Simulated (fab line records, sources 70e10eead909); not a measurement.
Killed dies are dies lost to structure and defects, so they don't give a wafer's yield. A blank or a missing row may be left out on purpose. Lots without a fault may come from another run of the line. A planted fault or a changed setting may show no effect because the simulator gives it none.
fab line records | flow nand_harc
record lots=11 wafers=33 last_day=24
route steps=1159 shown P_M0@273 THIN_TSV@1119 END@1158
lots that met no fault: from a run of the same line without faults
start_h: hours from the record's first day to the start of the lot's first wafer shown | wait_h: hours since the lot's step before | " the same as in the row above | L1.1+2: a row that stands for several wafers | - no value, or no start given | * or withheld: withheld | < > ~ a bound
route shown NAME@n: a module of which the file shows steps, and the number in the route of the first | usual: mean/standard deviation of fault-free wafers | same: alike in all rows | chamber/n: place in a boat | sites: the reading at each site | _std_site: their standard deviation | _edge_site: outer sites' mean less inner sites' | radius_mm: how far each site lies from the wafer's centre | mask NAME#n: copy n | behind: the tool/chamber that last shaped the wafer | hold: why the lot was held/for how many hours/how that ended | device: the transistor (n, p or np) that didn't switch | end of line: the same wafers' tests at the end of the route | a step without rows: its recipe alone | killed: dies lost to structure and defects at the first sort, not the wafer's yield | map: a wafer's dies, x killed, . not, _ none there
set.NAME: the setting as run; set.NAME@STEP: as run at that earlier step | model.NAME: the simulator's own value behind a step, which no gauge read
steps of the route over a sample of lots; a table a step, a row a wafer
services: from which hour (start_h, from the record's first day; less than 0 if before it) a tool's chamber was out of use, for how many hours, and why
## steps
# step NHARC_P_M0_PRE_CLEAN_29
# recipe time_s=30 temp_c=280 gas=H2/He
# usual heater_power_w=424/46
# columns lot.wafer tool chamber start_h wait_h heater_power_w
L923.3 pvd_sputter-02 - 120.28 - 333
L923.4 " - " " 469
L923.6 " - " " 478
L924.1 pvd_sputter-01 - 129.45 - 431
L924.4 " - " " 414
L924.6 " - " " 401
L926.4 pvd_sputter-01 - 139.08 - 412
L926.1 " - " " 395
L926.6 " - " " 405
L927.2 pvd_sputter-03 - 140.84 - 537
L927.6 " - " " 375
L927.5 " - " " 374
L930.2 pvd_sputter-01 - 155.92 - 401
L930.1 " - " " 428
L930.5 " - " " 439
L928.3 pvd_sputter-03 - 157.45 - 380
L928.4 " - " " 524
L928.6 " - " " 441
L931.1 pvd_sputter-02 - 163.74 - 339
L931.4 " - " " 464
L931.2 " - " " 471
L933.4 pvd_sputter-03 - 172.69 - 536
L933.3 " - " " 382
L933.6 " - " " 441
L940.2 pvd_sputter-01 - 223.85 - 411
L940.3 " - " " 409
L940.6 " - " " 392
L943.1 pvd_sputter-01 - 231.85 - 443
L943.2 " - " " 413
L943.4 " - " " 381
L944.2 pvd_sputter-02 - 246.93 - 456
L944.3 " - " " 352
L944.4 " - " " 473
# step NHARC_THIN_TSV_ETCH_44
# recipe target_depth_a=15942 time_s=797.1 cf4_flow_sccm=150 o2_flow_sccm=10 ar_flow_sccm=0 rf_w=300 bias_w=800 chemistry=CF4/O2
# usual bias_w=799.8/2.5 drypump_motor_current_A=5.73/0.28 oes_product_au=1.000/0.011 rf_vpp_V=797/3.8 showerhead_plenum_p_Torr=1.88/0.06 throttle_valve_pct=16.915/0.0095
# columns lot.wafer tool chamber start_h wait_h bias_w drypump_motor_current_A oes_product_au rf_hours_counter_h rf_vpp_V showerhead_plenum_p_Torr throttle_valve_pct
L923.4 rie_diel-01 1 434.17 0.1 796.6 5.81 1.004 6 799 1.92 16.925
L923.3 " 2 " " 796.5 5.85 0.999 6 800 1.91 16.924
L923.6 " 1 " " 801.4 5.81 1.003 - 799 1.92 16.921
L924.4 rie_diel-01 2 435.42 0.1 798.2 5.83 0.991 6 798 1.91 16.933
L924.1 " 0 " " 796.1 5.61 1.007 6 797 1.87 16.913
L924.6 " 2 " " 799.3 5.86 0.997 - 799 1.91 16.911
L927.2 rie_diel-13 0 436.57 0.1 801.9 5.65 1.017 16 791 1.78 16.912
L927.5 " 0 " " 798.2 5.66 1.017 - 792 1.79 16.902
L927.6 " 1 " " 802.6 5.73 0.994 - 803 1.93 16.931
L926.1 rie_diel-13 1 439.71 0.1 798.6 5.70 0.982 16 801 1.93 16.920
L926.4 " 2 " " 801.1 5.66 0.987 14 792 1.82 16.899
L926.6 " 1 " " 800.4 5.71 0.973 - 802 1.93 16.914
L930.1 rie_diel-13 1 471.89 0.1 800.5 5.66 1.015 1 801 1.93 16.915
L930.2 " 0 " " 800.3 5.65 1.024 1 792 1.78 16.919
L930.5 " 1 " " 800.2 5.71 1.023 - 801 1.93 16.921
L928.3 rie_diel-05 3 481.00 0.1 801.2 5.69 1.006 8 798 1.91 16.901
L928.4 " 0 " " 796.9 6.13 0.996 8 802 1.94 16.921
L928.6 " 0 " " 800.4 6.10 0.987 - 802 1.94 16.927
L931.1 rie_diel-13 2 483.25 0.1 799.3 5.72 1.004 2 794 1.81 16.909
L931.2 " 0 " " 799.2 5.64 1.022 2 791 1.78 16.908
L931.4 " 1 " " 803.0 5.69 1.008 2 801 1.93 16.909
L933.4 rie_diel-05 0 484.72 0.2 807.5 6.18 0.999 9 802 1.94 16.913
L933.3 " 1 " " 799.5 5.49 1.000 8 788 1.73 16.921
L933.6 " 2 " " 802.5 6.13 1.008 - 791 1.79 16.906
L940.3 rie_diel-01 2 521.78 0.1 799.1 5.86 1.002 1 800 1.91 16.926
L940.2 " 3 " " 801.7 5.13 0.993 1 800 1.92 16.929
L940.6 " 2 " " 798.0 5.85 0.996 - 800 1.91 16.926
L943.1 rie_diel-01 3 560.74 0.1 800.8 5.16 0.992 4 800 1.92 16.925
L943.2 " 0 " " 802.4 5.61 1.001 4 796 1.86 16.929
L943.4 " 1 " " 799.7 5.82 0.996 4 799 1.91 16.911
L944.2 rie_diel-05 3 561.93 0.1 800.4 5.65 1.001 2 800 1.91 16.919
L944.3 " 3 " " 798.1 5.68 1.003 - 799 1.91 16.925
L944.4 " 2 " " 801.9 6.14 1.008 - 792 1.79 16.907
# step NHARC_THIN_TSV_DEGAS_49
# recipe temp_c=300 time_s=120
# usual heater_power_w=491/51
# columns lot.wafer tool chamber start_h wait_h heater_power_w
L923.4 pvd_sputter-02 - 436.71 0.1 400
L923.3 " - " " 512
L923.6 " - " " 548
L924.1 pvd_sputter-02 - 438.08 0.1 525
L924.4 " - " " 532
L924.6 " - " " 492
L927.2 pvd_sputter-02 - 439.11 0.2 507
L927.6 " - " " 518
L927.5 " - " " 510
L926.4 pvd_sputter-02 - 442.24 0.1 526
L926.1 " - " " 493
L926.6 " - " " 522
L930.2 pvd_sputter-02 - 474.77 0.1 531
L930.1 " - " " 530
L930.5 " - " " 393
L928.4 pvd_sputter-01 - 483.54 0.1 490
L928.3 " - " " 527
L928.6 " - " " 464
L931.2 pvd_sputter-01 - 485.86 0.1 499
L931.4 " - " " 503
L931.1 " - " " 446
L933.4 pvd_sputter-01 - 487.14 0.1 439
L933.3 " - " " 458
L933.6 " - " " 530
L940.2 pvd_sputter-02 - 524.30 0.1 541
L940.3 " - " " 516
L940.6 " - " " 544
L943.4 pvd_sputter-03 - 563.53 0.1 507
L943.1 " - " " 621
L943.2 " - " " 409
L944.3 pvd_sputter-01 - 564.94 0.1 510
L944.2 " - " " 482
L944.4 " - " " 463
# step NHARC_END_WLT_00
# usual VT_DECK1_BOTTOM=0.873/0.0069 VT_DECK1_BOTTOM_INNER=0.873/0.0072 VT_DECK1_MEDIAN_NEAR_BOTTOM=0.874/0.0068 VT_DECK1_MEDIAN_NEAR_BOTTOM_INNER=0.874/0.0069 VT_DECK1_MIDDLE=0.886/0.0062 VT_DECK1_MIDDLE_INNER=0.886/0.0065 VT_DECK1_TOP=0.898/0.0068 VT_DECK1_TOP_INNER=0.898/0.007
# columns lot.wafer tool chamber start_h wait_h VT_DECK1_BOTTOM VT_DECK1_BOTTOM_INNER VT_DECK1_MEDIAN_NEAR_BOTTOM VT_DECK1_MEDIAN_NEAR_BOTTOM_INNER VT_DECK1_MIDDLE VT_DECK1_MIDDLE_INNER VT_DECK1_TOP VT_DECK1_TOP_INNER
L923.3 prober-02 - 447.43 1.1 0.864 0.860 0.865 0.858 0.874 0.885 0.884 0.895
L923.4 " - " " 0.868 0.871 0.871 0.868 0.884 0.874 0.893 0.892
L923.6 " - 448.97 2.6 0.863 0.853 0.862 0.853 0.878 0.871 0.886 0.891
L924.1 prober-01 - 454.14 7.8 0.869 0.866 0.866 0.858 0.879 0.879 0.887 0.890
L924.4 " - 455.66 9.3 0.858 0.864 0.864 0.864 0.881 0.883 0.884 0.881
L924.6 " - 456.68 10.3 0.863 0.866 0.868 0.863 0.881 0.873 0.889 0.894
L927.2 prober-02 - 454.81 8.5 0.869 0.864 0.874 0.870 0.885 0.891 0.893 0.897
L927.5 " - 456.29 9.9 0.873 0.873 0.871 0.866 0.885 0.878 0.895 0.890
L927.6 " - " " 0.867 0.877 0.869 0.874 0.886 0.885 0.897 0.892
L926.1 prober-01 - 462.09 11.0 0.872 0.865 0.876 0.872 0.889 0.888 0.900 0.900
L926.4 " - 463.59 12.5 0.866 0.876 0.874 0.874 0.889 0.890 0.906 0.905
L926.6 " - 464.59 13.5 0.879 0.879 0.873 0.875 0.892 0.895 0.897 0.897
L930.1 prober-02 - 482.90 0.1 0.877 0.881 0.874 0.873 0.891 0.890 0.904 0.900
L930.2 " - " " 0.879 0.872 0.878 0.872 0.883 0.882 0.894 0.897
L930.5 " - 484.89 2.0 0.875 0.877 0.878 0.868 0.884 0.889 0.899 0.896
L931.1 prober-02 - 492.33 0.1 0.883 0.875 0.876 0.888 0.890 0.898 0.898 0.896
L931.2 " - " " 0.873 0.864 0.873 0.868 0.881 0.884 0.897 0.901
L931.4 " - 493.85 1.6 0.875 0.869 0.880 0.880 0.895 0.893 0.906 0.905
L928.3 prober-01 - 493.31 1.0 0.869 0.872 0.876 0.873 0.883 0.890 0.892 0.895
L928.4 " - " " 0.864 0.866 0.876 0.875 0.877 0.892 0.897 0.900
L928.6 " - " " 0.878 0.884 0.889 0.877 0.886 0.887 0.895 0.900
L933.3 prober-02 - 501.20 5.3 0.874 0.882 0.873 0.876 0.887 0.888 0.897 0.894
L933.4 " - " " 0.875 0.866 0.868 0.870 0.882 0.887 0.899 0.892
L933.6 " - 502.72 6.8 0.879 0.868 0.876 0.874 0.881 0.880 0.902 0.895
L940.2 prober-01 - 532.81 0.5 0.865 0.866 0.870 0.868 0.885 0.884 0.889 0.907
L940.3 " - " " 0.868 0.879 0.883 0.872 0.889 0.884 0.889 0.897
L940.6 " - 534.82 2.6 0.870 0.877 0.875 0.876 0.892 0.887 0.897 0.896
L943.1 prober-01 - 572.70 0.0 0.881 0.876 0.884 0.870 0.892 0.885 0.906 0.902
L943.2 " - " " 0.864 0.871 0.879 0.875 0.883 0.889 0.902 0.903
L943.4 " - 574.20 1.5 0.878 0.879 0.882 0.876 0.887 0.898 0.903 0.904
L944.2 prober-01 - 580.95 8.3 0.880 0.872 0.878 0.878 0.885 0.894 0.899 0.902
L944.3 " - " " 0.870 0.868 0.870 0.863 0.881 0.880 0.905 0.903
L944.4 " - " " 0.872 0.880 0.883 0.873 0.879 0.883 0.905 0.905
# step NHARC_END_SORT_01
# recipe temp_c=25
# usual defect_limited_yield=95.7/1.5 killed_at_array=25/9.5 killed_at_other=0.8/1.2 killed_at_periphery=3.4/2.2 killed_dies=29/10 killed_open=3.3/1.8 killed_short=2.1/1.4 sort_bin_2_pct=1.4/0.63 sort_bin_3_pct=0.22/0.2 sort_bin_4_pct=2.7/0.96 sort_n_pass=648/10 sort_rim_yield_pct=95.6/2.8 sort_yield_pct=95.7/1.5
# same gross_dies=677 sort_bin_5_pct[%]=0 sort_bin_6_pct[%]=0 sort_bin_7_pct[%]=0 sort_bin_8_pct[%]=0 sort_rim_n_gross=106.00
# columns lot.wafer tool chamber start_h wait_h defect_limited_yield[%] killed_at_array killed_at_other killed_at_periphery killed_dies killed_open killed_short sort_bin_2_pct[%] sort_bin_3_pct[%] sort_bin_4_pct[%] sort_n_pass sort_rim_yield_pct[%] sort_yield_pct[%]
L926.1 prober-01 0 465.09 2.5 96.5 21 0 3 24 2 3 1.3 0.15 2.1 653 98.1 96.5
L926.4 prober-01 0 467.44 3.4 95.7 28 0 1 29 2 1 1.5 0.59 2.2 648 94.3 95.7
L926.6 prober-01 0 469.01 3.9 95.4 26 0 5 31 4 2 0.7 0.15 3.7 646 96.2 95.4
L930.1 prober-02 0 485.88 2.5 93.8 35 1 6 42 5 4 2.4 0 3.8 635 98.1 93.8
L930.2 prober-02 0 486.67 2.8 94.1 35 0 5 40 7 0 2.1 0 3.8 637 93.4 94.1
L930.5 prober-02 0 489.06 3.7 95.6 28 1 1 30 1 0 1.2 0.59 2.7 647 95.3 95.6
L928.3 prober-01 0 496.88 3.1 97.9 9 0 5 14 7 2 0.6 0.15 1.3 663 98.1 97.9
L928.4 prober-01 0 497.67 3.4 98.4 7 1 3 11 4 2 0.6 0 1.0 666 97.2 98.4
L928.6 prober-01 0 499.26 4.0 98.2 10 0 2 12 4 1 0.1 0 1.6 665 96.2 98.2
L933.3 prober-02 0 504.82 3.1 95.6 28 1 1 30 2 0 1.3 0.30 2.8 647 96.2 95.6
L933.4 prober-02 0 505.61 3.4 93.9 38 0 3 41 3 2 1.6 0.59 3.8 636 98.1 93.9
L933.6 prober-02 0 507.20 4.0 93.5 42 0 2 44 4 3 2.2 0.44 3.8 633 98.1 93.5
L940.2 prober-01 0 536.12 2.8 84.5 27 0 78 105 3 1 6.1 3.25 6.2 572 77.4 84.5
L940.3 prober-01 0 536.91 3.1 82.7 32 2 83 117 4 3 5.8 2.81 8.7 560 91.5 82.7
L940.6 prober-01 0 539.29 4.0 81.8 40 4 79 123 4 1 7.8 2.66 7.7 554 88.7 81.8
L943.1 prober-01 0 575.70 2.5 82.4 40 0 79 119 1 3 7.1 2.81 7.7 558 93.4 82.4
L943.2 prober-01 0 576.49 2.8 81.8 45 1 77 123 2 2 7.4 3.25 7.5 554 85.8 81.8
L943.4 prober-01 0 578.07 3.4 80.9 44 2 83 129 4 1 6.8 2.95 9.3 548 91.5 80.9
# killed by level:class
L926.1 A_SLIT:chamber_film_flake=7 A_CHANNEL_HOLE_D1:chamber_film_flake=6 A_CONTACT:chamber_film_flake=3 A_SGD_CUT:geometric_particle:short=2 P_GATE:geometric_particle:open=1 P_M0:geometric_particle:open=1 A_ONON_D1:geometric_particle:short=1 P_STI:chamber_film_flake=1
L926.4 A_CHANNEL_HOLE_D1:chamber_film_flake=13 A_SLIT:chamber_film_flake=7 A_CHANNEL_FILL_D1:chamber_film_flake=2 A_STAIRCASE:chamber_film_flake=2 A_CHANNEL_FILL_D1:geometric_particle:open=1 A_SGD_CUT:geometric_particle:open=1 A_M1:geometric_particle:short=1 P_STI:chamber_film_flake=1
L926.6 A_CHANNEL_HOLE_D1:chamber_film_flake=12 A_SLIT:chamber_film_flake=8 P_STI:chamber_film_flake=4 A_BLC:geometric_particle:open=2 P_GATE:geometric_particle:short=1 A_SOURCE_PLATE:geometric_particle:open=1 A_ONON_D1:geometric_particle:open=1 A_ONON_D1:geometric_particle:short=1
L930.1 A_CHANNEL_HOLE_D1:chamber_film_flake=18 A_SLIT:chamber_film_flake=12 P_GATE:geometric_particle:open=2 A_WL_FILL:geometric_particle:short=2 P_CONTACT:geometric_particle:open=1 P_M0:geometric_particle:short=1 P_M2:geometric_particle:open=1 A_ONON_D1:geometric_particle:open=1
L930.2 A_CHANNEL_HOLE_D1:chamber_film_flake=12 A_CONTACT:chamber_film_flake=8 A_SLIT:chamber_film_flake=5 A_SGD_CUT:chamber_film_flake=3 A_CHANNEL_FILL_D1:geometric_particle:open=2 A_M0:geometric_particle:open=2 A_STAIRCASE:chamber_film_flake=2 P_M1:geometric_particle:open=1
L930.5 A_CHANNEL_HOLE_D1:chamber_film_flake=17 A_SLIT:chamber_film_flake=4 A_CONTACT:chamber_film_flake=3 A_WL_FILL:geometric_particle:open=1 P_BONDPAD:chamber_film_flake=1 A_ZERO_WELL:chamber_film_flake=1 A_CHANNEL_FILL_D1:chamber_film_flake=1 A_SGD_CUT:chamber_film_flake=1
L928.3 P_M0:geometric_particle:open=2 A_ONON_D1:geometric_particle:open=2 P_ZERO_WELL:chamber_film_flake=2 A_CHANNEL_HOLE_D1:chamber_film_flake=2 P_CONTACT:geometric_particle:open=1 A_SOURCE_PLATE:geometric_particle:short=1 A_CHANNEL_HOLE_D1:geometric_particle:open=1 A_CHANNEL_FILL_D1:geometric_particle:open=1
L928.4 A_SGD_CUT:geometric_particle:open=2 P_GATE:geometric_particle:open=1 P_GATE:geometric_particle:short=1 A_ONON_D1:geometric_particle:short=1 A_CONTACT:geometric_particle:open=1 P_BONDPAD:chamber_film_flake=1 A_ZERO_WELL:chamber_film_flake=1 A_CHANNEL_HOLE_D1:chamber_film_flake=1
L928.6 A_ONON_D1:geometric_particle:open=3 A_CHANNEL_HOLE_D1:chamber_film_flake=3 A_SGD_CUT:geometric_particle:short=1 A_BLC:geometric_particle:open=1 P_STI:chamber_film_flake=1 P_GATE:chamber_film_flake=1 A_CHANNEL_FILL_D1:chamber_film_flake=1 A_STAIRCASE:chamber_film_flake=1
L933.3 A_CHANNEL_HOLE_D1:chamber_film_flake=17 A_SLIT:chamber_film_flake=7 A_STAIRCASE:chamber_film_flake=2 A_ONON_D1:geometric_particle:open=1 STARTING-WAFER:geometric_particle:open=1 P_ZERO_WELL:chamber_film_flake=1 A_CONTACT:chamber_film_flake=1
L933.4 A_SLIT:chamber_film_flake=20 A_CHANNEL_HOLE_D1:chamber_film_flake=11 A_ONON_D1:geometric_particle:short=2 A_CONTACT:chamber_film_flake=2 P_CONTACT:geometric_particle:open=1 A_CONTACT:geometric_particle:open=1 A_M0:geometric_particle:open=1 P_GATE:chamber_film_flake=1
L933.6 A_CHANNEL_HOLE_D1:chamber_film_flake=20 A_SLIT:chamber_film_flake=13 A_CONTACT:geometric_particle:short=2 A_WL_FILL:chamber_film_flake=2 P_CONTACT:geometric_particle:open=1 A_CHANNEL_FILL_D1:geometric_particle:open=1 A_WL_FILL:geometric_particle:short=1 A_BLC:geometric_particle:open=1
L940.2 P_M0:unspecified=74 A_SLIT:chamber_film_flake=9 A_CHANNEL_HOLE_D1:chamber_film_flake=7 A_CONTACT:chamber_film_flake=4 A_CONTACT:geometric_particle:open=2 P_GATE:chamber_film_flake=2 A_ZERO_WELL:chamber_film_flake=2 A_CHANNEL_FILL_D1:geometric_particle:open=1
L940.3 P_M0:unspecified=78 A_SLIT:chamber_film_flake=15 A_CHANNEL_HOLE_D1:chamber_film_flake=6 A_CONTACT:chamber_film_flake=5 P_GATE:chamber_film_flake=3 A_CONTACT:geometric_particle:open=2 THIN_TSV:chamber_film_flake=2 P_GATE:geometric_particle:open=1
L940.6 P_M0:unspecified=77 A_SLIT:chamber_film_flake=18 A_CHANNEL_HOLE_D1:chamber_film_flake=10 A_CONTACT:chamber_film_flake=3 THIN_TSV:chamber_film_flake=3 A_CONTACT:geometric_particle:open=2 P_GATE:chamber_film_flake=2 A_STAIRCASE:chamber_film_flake=2
L943.1 P_M0:unspecified=78 A_CHANNEL_HOLE_D1:chamber_film_flake=24 A_SLIT:chamber_film_flake=6 A_STAIRCASE:chamber_film_flake=3 A_CONTACT:chamber_film_flake=2 A_ONON_D1:geometric_particle:short=1 A_ONON_D1:geometric_particle:open=1 A_STAIRCASE:geometric_particle:short=1
L943.2 P_M0:unspecified=73 A_CHANNEL_HOLE_D1:chamber_film_flake=22 A_SLIT:chamber_film_flake=15 A_CONTACT:chamber_film_flake=4 P_ZERO_WELL:chamber_film_flake=2 P_GATE:geometric_particle:open=1 A_WL_FILL:geometric_particle:short=1 A_CONTACT:geometric_particle:short=1
L943.4 P_M0:unspecified=75 A_CHANNEL_HOLE_D1:chamber_film_flake=17 A_SLIT:chamber_film_flake=17 P_ZERO_WELL:chamber_film_flake=5 A_STAIRCASE:chamber_film_flake=3 A_CONTACT:chamber_film_flake=3 A_CHANNEL_FILL_D1:chamber_film_flake=2 P_GATE:geometric_particle:open=1
## services
# columns tool chamber start_h hours kind
rie_diel-13 - 99.00 9.0 pm
pvd_sputter-03 - 102.00 10.0 pm
rie_diel-01 - 137.82 9.0 pm
pvd_sputter-01 - 158.02 10.0 pm
rie_diel-01 - 167.47 4.0 repair
rie_diel-01 1 191.65 5.2 repair
rie_diel-13 3 200.90 8.6 repair
rie_diel-01 0 209.98 2.7 repair
pvd_sputter-02 - 210.87 8.0 repair
pvd_sputter-02 - 218.88 10.0 pm
rie_diel-01 0 219.83 4.9 repair
rie_diel-01 2 246.50 4.1 repair
pvd_sputter-03 - 249.30 1.1 repair
pvd_sputter-02 - 252.39 4.0 repair
rie_diel-13 1 257.86 3.1 repair
pvd_sputter-02 - 266.45 7.2 repair
rie_diel-13 - 276.00 9.0 pm
rie_diel-01 1 278.19 12.0 repair
pvd_sputter-03 - 280.00 10.0 pm
rie_diel-01 1 301.79 2.6 repair
pvd_sputter-01 - 336.02 10.0 pm
pvd_sputter-02 - 350.31 2.9 repair
pvd_sputter-02 - 396.88 10.0 pm
pvd_sputter-01 - 514.02 10.0 pm
## key
first_sign step=NHARC_END_SORT_01 reading=killed_at_periphery direction=up sigmas=35 usual=3.4 struck=79.8
effect step=NHARC_END_SORT_01 reading=defect_limited_yield direction=down sigmas=8.8 usual=95.7 struck=82.4
more_kills_born_at NHARC_P_M0_PRE_CLEAN_29@pvd_sputter-01=455
met_at NHARC_P_M0_PRE_CLEAN_29
struck_lots L940,L943
not_acting_at NHARC_THIN_TSV_ETCH_44,NHARC_THIN_TSV_DEGAS_49,NHARC_END_WLT_00
onset_between 155.92 223.85
fault kind=chamber_particle_source tool=pvd_sputter-01 chamber=- onset_h=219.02 steps=NHARC_P_M0_PRE_CLEAN_29 rate_per_visit_cm2=0.59249 end_h=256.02
